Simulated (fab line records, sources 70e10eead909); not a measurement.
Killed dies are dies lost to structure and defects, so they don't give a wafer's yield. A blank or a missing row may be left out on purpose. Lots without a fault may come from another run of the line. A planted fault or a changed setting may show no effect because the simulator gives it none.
Which tool did it? | flow nand_harc | 6 lots, 18 wafers sampled, at 2 steps of a route of 1159

WHAT THE GAUGES READ, wafer by wafer
NHARC_A_ONON_D1_THK_MEAS_08: measures by ellipsometry.
lot  | measured     | on            | thk_nm (nm)
L994 | day 8 06:15  | film_metro-02 | 1004 1005 1004
L995 | day 8 12:13  | film_metro-02 | 992 992 991
L106 | day 10 18:22 | film_metro-02 | 975 976 975
L109 | day 11 17:34 | film_metro-02 | 1000 1002 1001
L112 | day 12 15:57 | film_metro-01 | 1025 1025 1026
L115 | day 13 09:52 | film_metro-02 | 989 988 988

WHICH TOOL RAN EACH LOT (tool, then ch and the chambers of the sampled wafers, then the start)
lot  | NHARC_A_ONON_D1_DEP_06
L994 | pecvd_onon-01 ch 0, day 8 05:55
L995 | pecvd_onon-04 ch 0, day 8 11:43
L106 | pecvd_onon-01 ch 0, day 10 17:55
L109 | pecvd_onon-01 ch 0, day 11 17:14
L112 | pecvd_onon-01 ch 0, day 12 15:26
L115 | pecvd_onon-04 ch 0, day 13 09:28
- NHARC_A_ONON_D1_DEP_06: target thk 1000 nm.

THE ANSWER, worked out from the rows above alone
Rule: what is usual is taken from the lots themselves. Put in order of their means at a reading, lots are off if they are a third of the lots or fewer, leave a main group of 4 or more, and stand apart from it by a gap of 3 or more times the standard deviation of the main group's means; of several such gaps the widest counts. A main group whose means are all the same, to the digits that the tables above print for the reading, isn't used. A lot without any number at a reading at which 4 lots or more have one is off too. The other lots that the step has rows for count as sound.
No lot is off at any reading shown: from this, nothing can be told.

WHAT THE SIMULATOR HAD PUT IN
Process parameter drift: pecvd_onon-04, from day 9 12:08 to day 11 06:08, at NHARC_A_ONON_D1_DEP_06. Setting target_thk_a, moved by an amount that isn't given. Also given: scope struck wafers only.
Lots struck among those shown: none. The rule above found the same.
